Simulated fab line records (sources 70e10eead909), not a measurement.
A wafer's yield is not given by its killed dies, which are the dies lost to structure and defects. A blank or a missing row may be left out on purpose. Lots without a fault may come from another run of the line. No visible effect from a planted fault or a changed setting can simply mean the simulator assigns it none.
Which tool was responsible? ; flow nandHarc ; 72 wafers from 24 lots sampled at 6 of the route's 1159 steps

## WHAT THE GAUGES READ, wafer by wafer
Not one reading of a measure or inspect step in the record can be checked against a usual standard deviation.

## WHAT TOOL EACH LOT RAN ON (gives the tool, then ch and the chambers of the sampled wafers, and finally the start)
lot;NHARC_A_CHANNEL_FILL_D1_ALD_14;NHARC_A_CHANNEL_FILL_D1_ALD_15;NHARC_A_CHANNEL_FILL_D1_ALD_25;NHARC_A_STAIRCASE_DEP_156;NHARC_A_STAIRCASE_ETCH_15;NHARC_A_STAIRCASE_ETCH_25
L074;aldHk-03 ch 0,1,2, day 9 08:29;aldSinBatch-01 ch 0, day 10 18:31 or earlier;aldHk-03 ch 0,2,3, day 10 18:31;pecvd-03 ch 0,1,2, day 11 04:27;rieDiel-01 ch 0,1,3, no start;rieDiel-01 ch 0,1,2, no start
L075;aldHk-01 ch 0,1,2, day 9 08:30;aldSinBatch-01 ch 0, day 10 16:29 or earlier;aldHk-04 ch 0,2,3, day 10 16:29;pecvd-03 ch 1,2, day 11 04:39;rieDiel-08 ch 1,3, no start;rieDiel-08 ch 1,2, no start
L077;aldHk-01 ch 0,1,2, day 9 19:09;aldSinBatch-01 ch 0, day 11 00:13 or earlier;aldHk-04 ch 0,1,2, day 11 00:13;pecvd-03 ch 0,1, day 11 12:16;rieDiel-08 ch 0,2,3, no start;rieDiel-01 ch 0,1, no start
L078;aldHk-04 ch 0,1,2, day 9 19:13;aldSinBatch-01 ch 0, day 11 01:26 or earlier;aldHk-03 ch 0,1,2, day 11 01:26;pecvd-04 ch 0,1, day 11 12:15;rieDiel-01 ch 0,1,3, no start;rieDiel-01 ch 0,2, no start
L076;aldHk-03 ch 0,2,3, day 9 19:14;aldSinBatch-01 ch 0, day 11 01:24 or earlier;aldHk-01 ch 2,3, day 11 01:24;pecvd-01 ch 0,1, day 11 17:08;rieDiel-01 ch 0,2, no start;rieDiel-01 ch 0,2, no start
L079;aldHk-01 ch 0,2,3, day 10 02:26;aldSinBatch-02 ch 0, day 11 09:24 or earlier;aldHk-03 ch 0,1, day 11 09:24;pecvd-01 ch 0,1,2, day 11 21:37;rieDiel-08 ch 1,2,3, no start;rieDiel-01 ch 0,1,3, no start
L081;aldHk-04 ch 0,1,2, day 10 20:14;aldSinBatch-02 ch 0, day 12 03:28 or earlier;aldHk-04 ch 0,1,2, day 12 03:28;pecvd-04 ch 0,1,2, day 12 15:38;rieDiel-08 ch 0,1,2, no start;rieDiel-01 ch 1,2,3, no start
L080;aldHk-04 ch 0,1,2, day 10 20:30;aldSinBatch-02 ch 0, day 12 07:10 or earlier;aldHk-03 ch 0,1,3, day 12 07:10;pecvd-04 ch 0,1,2, day 12 19:08;rieDiel-02 ch 0,3, no start;rieDiel-01 ch 1,2, no start
L082;aldHk-04 ch 0,1,3, day 11 04:05;aldSinBatch-02 ch 0, day 12 14:44 or earlier;aldHk-03 ch 1,3, day 12 14:44;pecvd-03 ch 0,1,2, day 13 01:36;rieDiel-01 ch 0,2,3, no start;rieDiel-01 ch 0,1,3, no start
L084;aldHk-03 ch 0,1, day 11 04:06;aldSinBatch-02 ch 0, day 12 11:01 or earlier;aldHk-01 ch 2,3, day 12 11:01;pecvd-03 ch 0,1,2, day 12 23:14;rieDiel-01 ch 1,2, no start;rieDiel-01 ch 0,1,2, no start
L083;aldHk-04 ch 1,3, day 11 04:17;aldSinBatch-02 ch 0, day 12 14:05 or earlier;aldHk-04 ch 0,3, day 12 14:05;pecvd-01 ch 0,1,2, day 13 01:28;rieDiel-08 ch 0,1, no start;rieDiel-08 ch 1,3, no start
L087;aldHk-01 ch 0,1, day 12 03:47;aldSinBatch-02 ch 0, day 13 11:00 or earlier;aldHk-03 ch 1,3, day 13 11:00;pecvd-03 ch 0,1,2, day 13 23:08;rieDiel-01 ch 1,3, no start;rieDiel-08 ch 0,2, no start
L088;aldHk-01 ch 1,2, day 12 04:01;aldSinBatch-02 ch 0, day 13 11:00 or earlier;aldHk-04 ch 0,1, day 13 11:00;pecvd-03 ch 0,1,2, day 13 23:20;rieDiel-08 ch 0,2,3, no start;rieDiel-02 ch 2,3, no start
L085;aldHk-01 ch 1,2,3, day 12 08:25;aldSinBatch-03 ch 0, day 13 15:22 or earlier;aldHk-01 ch 1,2,3, day 13 15:22;pecvd-01 ch 0,1, day 14 06:54;rieDiel-02 ch 1,2,3, no start;rieDiel-02 ch 0,1,3, no start
L086;aldHk-01 ch 1,2,3, day 12 08:38;aldSinBatch-03 ch 0, day 13 15:23 or earlier;aldHk-04 ch 0,2,3, day 13 15:23;pecvd-04 ch 0,1,2, day 14 03:26;rieDiel-08 ch 1,3, no start;rieDiel-08 ch 1,3, no start
L090;aldHk-01 ch 0,1,3, day 12 21:42;aldSinBatch-03 ch 0, day 14 02:23 or earlier;aldHk-01 ch 1,2,3, day 14 02:23;pecvd-01 ch 0,1,2, day 14 14:31;rieDiel-08 ch 1,3, no start;rieDiel-01 ch 1,2, no start
L089;aldHk-01 ch 1,2,3, day 12 21:59;aldSinBatch-03 ch 0, day 14 03:01 or earlier;aldHk-04 ch 0,1,3, day 14 03:01;pecvd-03 ch 0,2, day 14 14:29;rieDiel-08 ch 1,2,3, no start;rieDiel-01 ch 0,2, no start
L092;aldHk-03 ch 1,2, day 13 00:57;aldSinBatch-01 ch 0, day 14 07:22 or earlier;aldHk-04 ch 1,3, day 14 07:22;pecvd-01 ch 0,1, day 14 19:28;rieDiel-01 ch 0,3, no start;rieDiel-08 ch 2,3, no start
L091;aldHk-04 ch 0,1,3, day 13 00:59;aldSinBatch-01 ch 0, day 14 07:53 or earlier;aldHk-03 ch 0,1,3, day 14 07:53;pecvd-04 ch 0,2, day 14 19:38;rieDiel-01 ch 0,1,3, no start;rieDiel-01 ch 0,1,2, no start
L094;aldHk-03 ch 0,1,3, day 13 17:47;aldSinBatch-01 ch 0, day 14 23:20 or earlier;aldHk-04 ch 1,3, day 14 23:20;pecvd-03 ch 0,1,2, day 15 11:28;rieDiel-01 ch 0,1,2, no start;rieDiel-08 ch 1,2, no start
L095;aldHk-03 ch 0,1,2, day 13 18:03;aldSinBatch-01 ch 0, day 15 01:50 or earlier;aldHk-01 ch 0,1,2, day 15 01:50;pecvd-01 ch 0,2, day 15 14:34;rieDiel-01 ch 0,2,3, no start;rieDiel-08 ch 2,3, no start
L093;aldHk-04 ch 0,2, day 13 21:23;aldSinBatch-03 ch 0, day 15 02:26 or earlier;aldHk-03 ch 1,2, day 15 02:26;pecvd-03 ch 1,2, day 15 14:38;rieDiel-08 ch 0,2,3, no start;rieDiel-02 ch 0,2,3, no start
L096;aldHk-03 ch 1,2,3, day 14 03:37;aldSinBatch-01 ch 0, day 15 09:04 or earlier;aldHk-04 ch 1,2,3, day 15 09:04;pecvd-04 ch 1,2, day 15 21:07;rieDiel-02 ch 0,1,3, no start;rieDiel-02 ch 0,2,3, no start
L097;aldHk-01 ch 1,3, day 14 16:38;aldSinBatch-02 ch 0, day 14 19:59;aldHk-01 ch 0,1,3, day 15 22:50;pecvd-03 ch 0,1, day 16 09:55;rieDiel-08 ch 0,2,3, no start;rieDiel-08 ch 1,2, no start
- NHARC_A_CHANNEL_FILL_D1_ALD_14: deposits SiO2, target thk 2.5 nm, pulse time 10 s, ald cycles 25.
- NHARC_A_CHANNEL_FILL_D1_ALD_15: deposits SiNx, target thk 2 nm, pulse time 60 s, ald cycles 19.
- NHARC_A_CHANNEL_FILL_D1_ALD_25: deposits SiOx, target thk 60 nm, pulse time 10 s, ald cycles 600.
- NHARC_A_STAIRCASE_DEP_156: deposits SiNx, target thk 50 nm.
- NHARC_A_STAIRCASE_ETCH_15: etches the open film in C4F8/O2, target depth 100 nm, time 40.5 s.
- NHARC_A_STAIRCASE_ETCH_25: etches the open film in C4F8/O2, target depth 100 nm, time 40.5 s.

## WHAT THE TOOLS THEMSELVES READ (means of the sampled wafers that have a number; where no wafer has one, the mark that the record gives instead)
NHARC_A_CHANNEL_FILL_D1_ALD_14. Usual: heaterPowerW 467 W, standard deviation 37; precursorPulseHeightRel 1.001, standard deviation 0.021.
lot;tool;heaterPowerW (W);precursorPulseHeightRel;flag
L074;aldHk-03;451;0.988;
L075;aldHk-01;485;0.995;
L077;aldHk-01;468;0.996;
L078;aldHk-04;461;1.004;
L076;aldHk-03;477;0.979;
L079;aldHk-01;468;0.963;
L081;aldHk-04;460;0.999;
L080;aldHk-04;461;0.995;
L082;aldHk-04;460;0.998;
L084;aldHk-03;405;1.012;
L083;aldHk-04;456;0.991;
L087;aldHk-01;474;0.980;
L088;aldHk-01;492;1.000;
L085;aldHk-01;494;1.009;
L086;aldHk-01;498;0.989;
L090;aldHk-01;493;0.991;
L089;aldHk-01;498;1.035;
L092;aldHk-03;409;1.009;
L091;aldHk-04;459;1.005;
L094;aldHk-03;440;1.010;
L095;aldHk-03;456;1.006;
L093;aldHk-04;468;0.992;
L096;aldHk-03;443;1.003;
L097;aldHk-01;498;1.001;

NHARC_A_CHANNEL_FILL_D1_ALD_15. Usual: chamberPressureTorr 2.001 Torr, standard deviation 0.0043; precursorPulseHeightRel 0.998, standard deviation 0.02.
lot;tool;chamberPressureTorr (Torr);precursorPulseHeightRel;flag
L074;aldSinBatch-01;2.001;0.976;
L075;aldSinBatch-01;2.005;0.980;
L077;aldSinBatch-01;2.000;1.000;
L078;aldSinBatch-01;1.998;0.995;
L076;aldSinBatch-01;1.997;1.000;
L079;aldSinBatch-02;2.005;0.994;
L081;aldSinBatch-02;1.996;0.985;
L080;aldSinBatch-02;2.000;1.007;
L082;aldSinBatch-02;1.999;1.024;
L084;aldSinBatch-02;2.001;1.002;
L083;aldSinBatch-02;2.007;1.001;
L087;aldSinBatch-02;2.002;0.986;
L088;aldSinBatch-02;2.001;1.006;
L085;aldSinBatch-03;1.996;1.001;
L086;aldSinBatch-03;2.000;0.989;
L090;aldSinBatch-03;1.999;0.997;
L089;aldSinBatch-03;2.000;0.995;
L092;aldSinBatch-01;2.001;0.982;
L091;aldSinBatch-01;1.998;1.004;
L094;aldSinBatch-01;2.002;1.006;
L095;aldSinBatch-01;2.002;1.003;
L093;aldSinBatch-03;2.003;1.004;
L096;aldSinBatch-01;2.004;1.001;
L097;aldSinBatch-02;1.997;0.998;

NHARC_A_CHANNEL_FILL_D1_ALD_25. Usual: heaterPowerW 463 W, standard deviation 36; precursorPulseHeightRel 1.001, standard deviation 0.019.
lot;tool;heaterPowerW (W);precursorPulseHeightRel;flag
L074;aldHk-03;479;0.986;
L075;aldHk-04;461;0.987;
L077;aldHk-04;465;1.010;
L078;aldHk-03;454;1.003;
L076;aldHk-01;483;1.004;
L079;aldHk-03;450;1.006;
L081;aldHk-04;459;1.003;
L080;aldHk-03;442;0.995;
L082;aldHk-03;395;1.004;
L084;aldHk-01;489;1.012;
L083;aldHk-04;453;0.994;
L087;aldHk-03;434;1.014;
L088;aldHk-04;459;0.999;
L085;aldHk-01;489;0.973;
L086;aldHk-04;463;1.004;
L090;aldHk-01;486;0.998;
L089;aldHk-04;467;1.002;
L092;aldHk-04;456;0.975;
L091;aldHk-03;445;0.985;
L094;aldHk-04;461;1.000;
L095;aldHk-01;487;0.982;
L093;aldHk-03;406;1.001;
L096;aldHk-04;468;0.984;
L097;aldHk-01;489;1.020;

NHARC_A_STAIRCASE_DEP_156. Usual: heaterPowerW 683 W, standard deviation 88; rfFwdPowerW 448.0 W, standard deviation 1.5.
lot;tool;heaterPowerW (W);rfFwdPowerW (W);flag
L074;pecvd-03;750;448.5;
L075;pecvd-03;751;447.1;
L077;pecvd-03;678;446.5;
L078;pecvd-04;614;448.1;
L076;pecvd-01;693;446.6;
L079;pecvd-01;678;447.3;
L081;pecvd-04;638;447.3;
L080;pecvd-04;593;448.2;
L082;pecvd-03;752;448.1;
L084;pecvd-03;757;448.5;
L083;pecvd-01;709;447.0;
L087;pecvd-03;731;448.0;
L088;pecvd-03;741;447.9;
L085;pecvd-01;630;449.3;
L086;pecvd-04;637;448.1;
L090;pecvd-01;647;448.3;
L089;pecvd-03;606;449.3;
L092;pecvd-01;720;447.6;
L091;pecvd-04;682;449.2;
L094;pecvd-03;673;447.2;
L095;pecvd-01;765;445.9;
L093;pecvd-03;822;448.7;
L096;pecvd-04;568;448.6;
L097;pecvd-03;671;447.4;

NHARC_A_STAIRCASE_ETCH_15. Usual: oesProductAu 0.933 a.u., standard deviation 0.013; rfFwdPowerW 592 W, standard deviation 3.1; rfVppV 895 V, standard deviation 4.1.
lot;tool;oesProductAu (a.u.);rfFwdPowerW (W);rfVppV (V);flag
L074;rieDiel-01;0.921;591;894;
L075;rieDiel-08;0.929;591;897;
L077;rieDiel-08;0.923;594;896;
L078;rieDiel-01;0.925;588;894;
L076;rieDiel-01;0.914;588;893;
L079;rieDiel-08;0.918;591;897;
L081;rieDiel-08;0.933;593;893;
L080;rieDiel-02;0.944;594;897;
L082;rieDiel-01;0.933;591;892;
L084;rieDiel-01;0.941;592;896;
L083;rieDiel-08;0.940;593;891;
L087;rieDiel-01;0.938;589;896;
L088;rieDiel-08;0.949;594;896;
L085;rieDiel-02;0.932;593;896;
L086;rieDiel-08;0.924;594;897;
L090;rieDiel-08;0.928;590;894;
L089;rieDiel-08;0.928;592;897;
L092;rieDiel-01;0.915;589;890;
L091;rieDiel-01;0.920;589;893;
L094;rieDiel-01;0.943;591;895;
L095;rieDiel-01;0.929;591;891;
L093;rieDiel-08;0.929;594;896;
L096;rieDiel-02;0.938;593;897;
L097;rieDiel-08;0.949;594;895;

NHARC_A_STAIRCASE_ETCH_25. Usual: oesProductAu 0.937 a.u., standard deviation 0.012; rfFwdPowerW 591.4 W, standard deviation 2.7; rfVppV 895 V, standard deviation 4.
lot;tool;oesProductAu (a.u.);rfFwdPowerW (W);rfVppV (V);flag
L074;rieDiel-01;0.940;589.9;895;
L075;rieDiel-08;0.927;591.4;898;
L077;rieDiel-01;0.925;588.3;895;
L078;rieDiel-01;0.924;588.6;895;
L076;rieDiel-01;0.929;587.7;893;
L079;rieDiel-01;0.937;589.9;894;
L081;rieDiel-01;0.943;590.9;894;
L080;rieDiel-01;0.934;592.3;898;
L082;rieDiel-01;0.945;590.9;893;
L084;rieDiel-01;0.938;590.4;895;
L083;rieDiel-08;0.919;591.7;897;
L087;rieDiel-08;0.938;593.4;896;
L088;rieDiel-02;0.952;591.8;892;
L085;rieDiel-02;0.949;591.6;898;
L086;rieDiel-08;0.929;591.3;898;
L090;rieDiel-01;0.945;589.4;896;
L089;rieDiel-01;0.929;590.0;894;
L092;rieDiel-08;0.942;594.2;899;
L091;rieDiel-01;0.946;592.1;895;
L094;rieDiel-08;0.948;588.1;895;
L095;rieDiel-08;0.929;592.5;899;
L093;rieDiel-02;0.944;594.1;894;
L096;rieDiel-02;0.940;592.0;894;
L097;rieDiel-08;0.938;591.2;897;

## THE ANSWER, worked out from the rows above alone
Rule: a lot counts as off when the mean over its wafers that have a number is more than 3 standard deviations away from the usual mean. Also off: a lot with no number at a reading for which 4 or more lots have one. Where the step has rows for the other lots, those lots are counted as sound. The gauges are gone through in route order, then the tools' own readings, and for those a lot's mean is taken as printed above. At the first step where some lot is off, the reading lying furthest off is the one used; lots without a number count as furthest.
None of the lots is off at any reading shown; this tells nothing.

## WHAT THE SIMULATOR HAD INSERTED
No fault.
